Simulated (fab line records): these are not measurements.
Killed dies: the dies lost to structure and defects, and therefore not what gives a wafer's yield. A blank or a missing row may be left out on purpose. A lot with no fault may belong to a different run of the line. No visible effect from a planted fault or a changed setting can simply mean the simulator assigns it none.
Which tool is to blame?	flow n5 finfet	6 lots with 18 wafers sampled at 2 steps, on a route of 1938 steps

== WHAT EACH GAUGE READ, for each wafer ==
N5_BEOL_M5_CD_MEAS_11 targets a cd of 27.74 nm.
lot	measured	on	cd nm (nm)
L505	day 8 01:12	cd sem-01	28.17 28.13 27.99
L506	day 9 11:16	cd sem-01	28.21 28.32 28.13
L512	day 10 16:52	cd sem-01	27.83 28.23 27.95
L517	day 12 02:45	cd sem-01	27.86 28.19 28.04
L523	day 13 08:51	cd sem-03	28.16 28.10 28.10
L526	day 14 09:12	cd sem-02	28.66 27.88 28.40

== EACH LOT AND THE TOOL THAT RAN IT (in order: tool; ch and the chambers of the sampled wafers; start) ==
lot	N5_BEOL_M5_ILD_DEP_00
L505	pecvd-03 ch 0,1,2, day 7 23:30
L506	pecvd-03 ch 0,1,2, day 9 09:45
L512	pecvd-04 ch 0,2, day 10 15:46
L517	pecvd-02 ch 0,1, day 12 00:19
L523	pecvd-04 ch 0,2, day 13 06:01
L526	pecvd-02 ch 1,2, day 14 08:01
- N5_BEOL_M5_ILD_DEP_00: deposits SiCOH lowk from DEMS/porogen, target thk 140.64 nm, time 25.9 s.

== THE ANSWER, worked out from the rows above alone ==
Rule: what is usual is taken from the lots themselves. Put in order of their means at a reading, lots are off if they are a third of the lots or fewer, leave a main group of 4 or more, and stand apart from it by a gap of 3 or more times the standard deviation of the main group's means; of several such gaps the widest counts. Not used: any main group whose means are identical at the precision the tables above print for the reading. A lot without any number at a reading at which 4 lots or more have one is off too. Where the step has rows for the other lots, those lots are counted as sound.
No lot is off at any reading shown: from this, nothing can be told.

== WHAT THE SIMULATOR HAD PUT IN ==
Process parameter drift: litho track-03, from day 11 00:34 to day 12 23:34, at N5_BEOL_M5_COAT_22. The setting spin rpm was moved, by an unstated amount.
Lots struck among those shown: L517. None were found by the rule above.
